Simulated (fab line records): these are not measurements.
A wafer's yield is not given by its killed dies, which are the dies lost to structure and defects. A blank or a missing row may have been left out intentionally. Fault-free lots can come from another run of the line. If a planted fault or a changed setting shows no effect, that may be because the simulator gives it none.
A lot that was struck, set against a sound lot + flow n5-finfet + 29 out of 1938 route steps
Sound: these wafers, L185.1, L185.3, L185.4. Struck: wafer L179.3 (left out: L179.1, L179.5 of the same lot, which were not struck); the cause appears at the end.
Each step with rows lists, per side, the tool, then ch with its chambers, then its first start. Under that, the readings that differ: sound wafers + struck wafers + difference of the means + sigmas: that difference in standard deviations of wafers without a fault.
alike: words and numbers the same on both sides, and readings whose means are apart by under 2 such deviations; not compared: readings that were withheld, readings missing a value for some wafer, numbers with overlapping values and no deviation given by the record, and bounds like >300 which may hide the same value.
Wherever a step has rows on one side only, a row that says differs or no value, or a row with sigmas, the two part there. Numbers that have no deviation but don't overlap get no sigmas and don't part them. A reading missing from all wafers of one side parts the sides only when that side holds two or more wafers.

first, 9 steps without rows for these wafers: N5_SD_EPI_P_EXPOSE_06 (exposes mask SD P BLK, target cd 240 nm); N5_SD_EPI_P_PEB_07 (peb time 60 s); N5_SD_EPI_P_DEVELOP_08 (develop time 30 s); N5_SD_EPI_P_DESCUM_14 (chemistry O2, time 7.9 s); N5_SD_EPI_P_ETCH_36 (etches SiARC in CF4, target depth 45.5 nm, time 75.8 s); N5_SD_EPI_P_ETCH_37 (etches SOC in N2/H2, overetch 108 nm, time 486 s); N5_SD_EPI_P_STRIP_38 (strips in N2/H2); N5_SD_EPI_P_ETCHBACK_46 (etches SiNx in CH3F/O2, stops on SiO2, target depth 17.5 nm); N5_SD_EPI_P_ETCH_47 (etches SiOCN in CH3F/O2, target depth 25 nm).
N5_SD_EPI_P_ETCH_16: etches SiO2 in CHF3/O2, target depth 5 nm.
  sound on rie-diel-02 ch 0,1,2, day 8 20:39; struck on rie-diel-04 ch 1, day 7 08:31
| reading                | sound             | struck | difference | sigmas |
|------------------------|-------------------|--------|------------|--------|
| throttle-valve-pct (%) | 18.61 18.85 18.73 | 19.12  | +0.39      | +2     |
  alike: bias-w, chamber-pressure-mTorr, drypump-motor-current-A, oes_o_777_au, oes-product-au, rf-vpp-V, showerhead-plenum-p-Torr
  not compared: rf-hours-counter-h
then, 15 steps without rows for these wafers: N5_SD_EPI_P_STRIP_50 (strips in CHF3/O2); N5_SD_EPI_P_SD_RECESS_17 (chemistry HBr/Cl2/O2, target depth 39.1 nm, bt time 3 s); N5_SD_EPI_P_WET_ETCH_45 (etches SiO2 in dHF, time 10.7 s, target depth 2 nm, rinse time 30 s); N5_SD_EPI_P_STRIP_40 (strips in N2/H2); N5_SD_EPI_P_PRECLEAN_52 (cleans in O3/DIW, time 60 s); N5_SD_EPI_P_SRD_20 (time 30 s); N5_SD_EPI_P_PRECLEAN_51 (cleans in NF3:NH3, afs cycles 1, time 20 s, sublimation time 60 s); N5_SD_EPI_P_VAPOR_ETCH_44 (etches SiGe30 in NF3/Ar, time 3.3 s); N5_SD_EPI_P_EPI_21 (deposits SiGe:B, time 355 s); N5_SD_EPI_P_HM_STRIP_48 (strips SiNx in H3PO4, material SiNx, target depth 3 nm); N5_SD_EPI_P_SRD_49 (time 30 s); N5_SD_EPI_P_PRECLEAN_24 (cleans in O3/DIW, time 45 s); N5_SD_EPI_P_PRECLEAN_32 (cleans in dHF, time 10 s); N5_SD_EPI_P_PRECLEAN_33 (cleans in SC2, time 45 s); N5_SD_EPI_P_SRD_25 (time 30 s).
N5_SD_EPI_P_INSPECT_26: inspects for defects (darkfield).
  struck on defect-inspect-02, day 7 11:38; sound on defect-inspect-01, day 9 00:35
| reading          | sound       | struck | difference | sigmas |
|------------------|-------------|--------|------------|--------|
| raw-defect-count | 211 151 223 | 1450   | +1255      | +38    |
then, 1 step without rows for these wafers: N5_SD_ACTIVATION_RTA_00 (time 0 s).
-- the record jumps here: 7 days lie between the struck wafers' starts before and after (it left off in module SD_ACTIVATION and takes up again in module BEOL_M4, whose first step shown is number 1111 of the route) --
N5_BEOL_M4_RC_MEAS_101:
  sound on prober-01 ch 0, day 15 08:09; struck on prober-01 ch 0, day 14 03:51
| reading        | sound             | struck | difference | sigmas |
|----------------|-------------------|--------|------------|--------|
| DIBL_N (mV/V)  | 37.2 38.5 39.2    | 33.4   | -4.9       | -3     |
| DIBL_P (mV/V)  | 37.7 38.3 38.9    | 31.6   | -6.7       | -4     |
| IOFF_N (nA/um) | 0.191 0.218 0.211 | 0.113  | -0.094     | -3     |
| IOFF_P (nA/um) | 0.28 0.29 0.30    | 0.13   | -0.16      | -4     |
| ION_N (uA/um)  | 681 704 682       | 654    | -35        | -3     |
| ION_P (uA/um)  | 471 482 473       | 447    | -28        | -3     |
| SS_N (mV/dec)  | 71.9 72.1 72.8    | 70.8   | -1.5       | -2     |
| VT_N (mV)      | 248.2 243.7 246.9 | 255.1  | +8.8       | +3     |
| VT_P (mV)      | -247 -244 -244    | -259   | -14        | -4     |
  alike: SS_P
-- record jumps: 5 days separate the struck wafers' starts on either side; left off in module BEOL_M4, taken up again in module PASSIVATION, whose first shown step is the route's number 1936 --
N5_PASSIVATION_PROBE_49:
  the record has rows for the struck wafers here (prober-02, day 18 16:31) and none for the sound ones

WHERE THEY PART
Earliest at N5_SD_EPI_P_ETCH_16; latest, in this record, at N5_PASSIVATION_PROBE_49.

WHY: what the simulator had put in
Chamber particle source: rie-diel-04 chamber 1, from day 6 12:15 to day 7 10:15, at N5_SD_EPI_P_ETCH_16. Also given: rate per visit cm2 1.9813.
